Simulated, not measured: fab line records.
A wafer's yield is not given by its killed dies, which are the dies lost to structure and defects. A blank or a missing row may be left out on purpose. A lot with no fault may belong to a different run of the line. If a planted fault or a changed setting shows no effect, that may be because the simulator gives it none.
Which of the tools did it? | flow nand harc | Sampling: 24 lots, 72 wafers, 5 of 1302 route steps

== WHAT THE GAUGES READ, wafer by wafer ==
NHARC_A_BLC_INSPECT_28.
lot  | measured     | on                | raw defect count
L074 | day 22 19:57 | defect inspect-01 | 505 461 480
L076 | day 23 07:07 | defect inspect-02 | 482 453 359
L075 | day 23 11:31 | defect inspect-01 | 483 389 449
L077 | day 23 23:01 | defect inspect-02 | 898 570 731
L079 | day 24 04:20 | defect inspect-01 | 838 622 731
L078 | day 24 05:58 | defect inspect-01 | 617 542 465
L080 | day 24 21:15 | defect inspect-01 | 543 678 409
L082 | day 25 21:15 | defect inspect-02 | 608 897 794
L083 | day 26 04:11 | defect inspect-01 | 606 446 645
L081 | day 26 13:29 | defect inspect-01 | 461 364 491
L084 | day 27 07:35 | defect inspect-01 | 592 396 415
L085 | day 27 11:49 | defect inspect-01 | 348 527 461
L086 | day 28 00:28 | defect inspect-02 | 356 347 368
L087 | day 28 06:23 | defect inspect-01 | 480 598 613
L088 | day 28 15:43 | defect inspect-02 | 492 456 397
L090 | day 29 13:29 | defect inspect-02 | 314 426 388
L089 | day 29 17:50 | defect inspect-01 | 343 383 447
L092 | day 30 12:04 | defect inspect-02 | 408 405 434
L091 | day 30 13:58 | defect inspect-02 | 405 565 670
L094 | day 30 18:27 | defect inspect-02 | 546 461 507
L093 | day 30 20:22 | defect inspect-01 | 527 415 387
L095 | day 31 11:40 | defect inspect-01 | 473 544 607
L096 | day 32 02:58 | defect inspect-02 | 599 422 523
L097 | day 33 02:35 | defect inspect-01 | 453 453 446

NHARC_A_BONDPAD_OVL_MEAS_35.
lot  | measured     | on         | overlay x nm (nm) | overlay y nm (nm)
L074 | day 23 06:18 | overlay-02 | -5 -5 -5          | 13 14 14
L076 | day 23 18:09 | overlay-02 | 5 5 5             | 7 7 7
L075 | day 23 21:20 | overlay-02 | 3 4 4             | 0 0 1
L077 | day 24 09:05 | overlay-02 | 2 2 2             | 2 2 2
L079 | day 24 14:10 | overlay-01 | -14 -13 -14       | -2 -2 -1
L078 | day 24 15:38 | overlay-01 | -8 -8 -8          | -6 -6 -6
L080 | day 25 06:41 | overlay-02 | 1 2 2             | 0 0 0
L082 | day 26 07:27 | overlay-01 | -2 -2 -2          | 5 5 5
L083 | day 26 13:59 | overlay-02 | 5 5 4             | 5 5 5
L081 | day 26 23:05 | overlay-02 | -1 -2 -2          | -6 -7 -6
L084 | day 27 17:13 | overlay-02 | -4 -5 -5          | -3 -3 -3
L085 | day 27 21:20 | overlay-02 | -2 -1 -1          | 0 0 1
L086 | day 28 10:13 | overlay-02 | -1 -2 -2          | 6 7 7
L087 | day 28 16:38 | overlay-02 | -1 -1 -1          | 2 2 2
L088 | day 29 01:49 | overlay-01 | -12 -12 -12       | -1 -2 -1
L090 | day 29 23:19 | overlay-02 | 1 1 1             | 4 4 4
L089 | day 30 04:16 | overlay-01 | -3 -4 -3          | 6 6 6
L092 | day 30 21:48 | overlay-01 | -7 -7 -7          | -4 -4 -4
L091 | day 30 23:37 | overlay-02 | 0 0 0             | 3 4 3
L094 | day 31 04:10 | overlay-01 | -4 -4 -4          | 6 6 6
L093 | day 31 05:50 | overlay-01 | 10 11 10          | -6 -6 -6
L095 | day 31 21:23 | overlay-01 | -4 -5 -4          | -8 -8 -8
L096 | day 32 12:44 | overlay-02 | 5 5 5             | 1 2 1
L097 | day 33 12:11 | overlay-01 | 2 3 2             | -11 -12 -12

== WHICH TOOL RAN EACH LOT (tool, then ch and the chambers of the sampled wafers, then the start) ==
lot  | NHARC_A_BLC_ALD_23                  | NHARC_A_BLC_CMP_25            | NHARC_A_M0_PVD_20
L074 | ald metal-01 ch 1,2,3, day 22 18:49 | cmp-04 ch 0,1,3, day 22 19:34 | pvd sputter-01, day 23 06:18 or earlier
L076 | ald metal-03 ch 0,1, day 23 06:00   | cmp-04 ch 0,1,2, day 23 06:47 | pvd sputter-03, day 23 18:09 or earlier
L075 | ald metal-03 ch 0,2,3, day 23 10:26 | cmp-04 ch 0,2, day 23 11:08   | pvd sputter-01, day 23 21:20 or earlier
L077 | ald metal-03 ch 0,1,3, day 23 21:54 | cmp-04 ch 0,1, day 23 22:37   | pvd sputter-02, day 24 09:05 or earlier
L079 | ald metal-03 ch 0,1, day 24 03:10   | cmp-02 ch 0,1,2, day 24 03:57 | pvd sputter-02, day 24 14:10 or earlier
L078 | ald metal-02 ch 2,3, day 24 04:50   | cmp-02 ch 0,1,2, day 24 05:38 | pvd sputter-01, day 24 15:38 or earlier
L080 | ald metal-01 ch 0,2,3, day 24 20:05 | cmp-03 ch 2,3, day 24 20:51   | pvd sputter-02, day 25 06:41 or earlier
L082 | ald metal-03 ch 1,3, day 25 20:07   | cmp-04 ch 0,2,3, day 25 20:51 | pvd sputter-02, day 26 07:27 or earlier
L083 | ald metal-03 ch 0,2, day 26 03:04   | cmp-03 ch 0,1, day 26 03:48   | pvd sputter-03, day 26 13:59 or earlier
L081 | ald metal-01 ch 1,2,3, day 26 12:22 | cmp-02 ch 0,1,2, day 26 13:04 | pvd sputter-02, day 26 23:05 or earlier
L084 | ald metal-02 ch 0,1,3, day 27 06:27 | cmp-03 ch 0,1,3, day 27 07:13 | pvd sputter-02, day 27 17:13 or earlier
L085 | ald metal-03 ch 1,2,3, day 27 10:41 | cmp-02 ch 1,2,3, day 27 11:26 | pvd sputter-03, day 27 21:20 or earlier
L086 | ald metal-03 ch 1,2,3, day 27 23:22 | cmp-02 ch 0,1, day 28 00:04   | pvd sputter-02, day 28 10:13 or earlier
L087 | ald metal-03 ch 1,2, day 28 05:17   | cmp-03 ch 0,3, day 28 05:59   | pvd sputter-01, day 28 16:38 or earlier
L088 | ald metal-02 ch 1,2,3, day 28 14:38 | cmp-02 ch 1,2, day 28 15:20   | pvd sputter-02, day 29 01:49 or earlier
L090 | ald metal-02 ch 0,1, day 29 12:21   | cmp-02 ch 0,1,2, day 29 13:06 | pvd sputter-02, day 29 23:19 or earlier
L089 | ald metal-03 ch 0,2,3, day 29 16:42 | cmp-04 ch 0,1,2, day 29 17:27 | pvd sputter-02, day 30 04:16 or earlier
L092 | ald metal-02 ch 0,1,2, day 30 10:57 | cmp-02 ch 0,1,2, day 30 11:41 | pvd sputter-01, day 30 21:48 or earlier
L091 | ald metal-02 ch 2,3, day 30 12:49   | cmp-04 ch 0,1, day 30 13:33   | pvd sputter-02, day 30 23:37 or earlier
L094 | ald metal-03 ch 1,3, day 30 17:08   | cmp-03 ch 0,1,3, day 30 18:04 | pvd sputter-03, day 31 04:10 or earlier
L093 | ald metal-01 ch 0,2,3, day 30 19:14 | cmp-02 ch 0,2,3, day 30 20:00 | pvd sputter-02, day 31 05:50 or earlier
L095 | ald metal-03 ch 0,3, day 31 10:31   | cmp-03 ch 1,3, day 31 11:15   | pvd sputter-02, day 31 21:23 or earlier
L096 | ald metal-01 ch 0,2, day 32 01:49   | cmp-03 ch 0,2, day 32 02:31   | pvd sputter-01, day 32 12:44 or earlier
L097 | ald metal-03 ch 0,1,3, day 33 01:29 | cmp-04 ch 0,1,2, day 33 02:16 | pvd sputter-02, day 33 12:11 or earlier
- NHARC_A_BLC_ALD_23: deposits TiN, target thk 3 nm, pulse time 1 s, ald cycles 150.
- NHARC_A_BLC_CMP_25: polishes, t overpolish 30 s, target thk 150 nm.
- NHARC_A_M0_PVD_20: deposits TaN, target thk 5 nm, time 8.06 s.

== WHAT THE TOOLS THEMSELVES READ (means of the sampled wafers that have a number; where no wafer has one, the mark that the record gives instead) ==
NHARC_A_BLC_ALD_23.
lot  | tool         | heater power w (W) | precursor pulse height rel
L074 | ald metal-01 | 1163               | 0.968
L076 | ald metal-03 | 1160               | 0.985
L075 | ald metal-03 | 1111               | 1.024
L077 | ald metal-03 | 1203               | 1.002
L079 | ald metal-03 | 1157               | 1.003
L078 | ald metal-02 | 993                | 1.014
L080 | ald metal-01 | 1199               | 0.990
L082 | ald metal-03 | 1228               | 1.030
L083 | ald metal-03 | 1012               | 1.015
L081 | ald metal-01 | 1126               | 0.994
L084 | ald metal-02 | 980                | 0.991
L085 | ald metal-03 | 1131               | 1.006
L086 | ald metal-03 | 1124               | 1.021
L087 | ald metal-03 | 998                | 0.996
L088 | ald metal-02 | 984                | 1.005
L090 | ald metal-02 | 1094               | 0.981
L089 | ald metal-03 | 1128               | 1.003
L092 | ald metal-02 | 1070               | 1.007
L091 | ald metal-02 | 930                | 0.983
L094 | ald metal-03 | 1201               | 0.991
L093 | ald metal-01 | 1173               | 0.975
L095 | ald metal-03 | 1249               | 0.986
L096 | ald metal-01 | 1151               | 0.983
L097 | ald metal-03 | 1198               | 0.987

NHARC_A_BLC_CMP_25.
lot  | tool   | motor current A (A) | overpolish run s (s) | time to endpoint s (s)
L074 | cmp-04 | 12.6                | 30.003               | 31
L076 | cmp-04 | 13.4                | 30.005               | 32
L075 | cmp-04 | 13.5                | 30.002               | 32
L077 | cmp-04 | 12.7                | 29.988               | 32
L079 | cmp-02 | 12.4                | 30.005               | 28
L078 | cmp-02 | 12.3                | 30.013               | 28
L080 | cmp-03 | 11.4                | 30.000               | 31
L082 | cmp-04 | 12.5                | 30.009               | 29
L083 | cmp-03 | 11.3                | 30.003               | 25
L081 | cmp-02 | 12.2                | 29.997               | 32
L084 | cmp-03 | 11.4                | 30.003               | 32
L085 | cmp-02 | 11.0                | 30.000               | 29
L086 | cmp-02 | 12.1                | 30.003               | 31
L087 | cmp-03 | 11.4                | 30.005               | 30
L088 | cmp-02 | 11.1                | 30.003               | 30
L090 | cmp-02 | 12.5                | 30.006               | 30
L089 | cmp-04 | 13.4                | 29.988               | 35
L092 | cmp-02 | 12.6                | 30.009               | 31
L091 | cmp-04 | 12.7                | 30.006               | 31
L094 | cmp-03 | 11.5                | 29.995               | 30
L093 | cmp-02 | 12.2                | 29.996               | 29
L095 | cmp-03 | 11.3                | 30.013               | 34
L096 | cmp-03 | 11.0                | 30.000               | 26
L097 | cmp-04 | 13.2                | 30.007               | 33

NHARC_A_M0_PVD_20.
lot  | tool           | throttle valve pct (%)
L074 | pvd sputter-01 | 30.6
L076 | pvd sputter-03 | 28.9
L075 | pvd sputter-01 | 30.9
L077 | pvd sputter-02 | 31.8
L079 | pvd sputter-02 | 31.5
L078 | pvd sputter-01 | 30.6
L080 | pvd sputter-02 | 30.3
L082 | pvd sputter-02 | 32.3
L083 | pvd sputter-03 | 30.7
L081 | pvd sputter-02 | 31.5
L084 | pvd sputter-02 | 31.8
L085 | pvd sputter-03 | 29.3
L086 | pvd sputter-02 | 31.7
L087 | pvd sputter-01 | 30.6
L088 | pvd sputter-02 | 31.9
L090 | pvd sputter-02 | 31.1
L089 | pvd sputter-02 | 31.1
L092 | pvd sputter-01 | 30.7
L091 | pvd sputter-02 | 29.9
L094 | pvd sputter-03 | 29.3
L093 | pvd sputter-02 | 32.1
L095 | pvd sputter-02 | 30.9
L096 | pvd sputter-01 | 30.9
L097 | pvd sputter-02 | 31.4

== THE ANSWER, worked out from the rows above alone ==
Rule: the usual values come from the lots themselves. Put in order of their means at a reading, lots are off if they are a third of the lots or fewer, leave a main group of 4 or more, and stand apart from it by a gap of 3 or more times the standard deviation of the main group's means; of several such gaps the widest counts. The tables above print the reading to a certain number of digits; a main group whose means all agree to those digits is not used. Also off: a lot with no number at a reading for which 4 or more lots have one. Any other lot the step has rows for is counted as sound. First the gauges in route order, then the tools' own readings, where a lot's mean is used as printed above. At the first step where some lot is off, the reading lying furthest off is the one used; lots without a number count as furthest.
No lot is off at any reading shown: from this, nothing can be told.

== WHAT WAS PUT IN BY THE SIMULATOR ==
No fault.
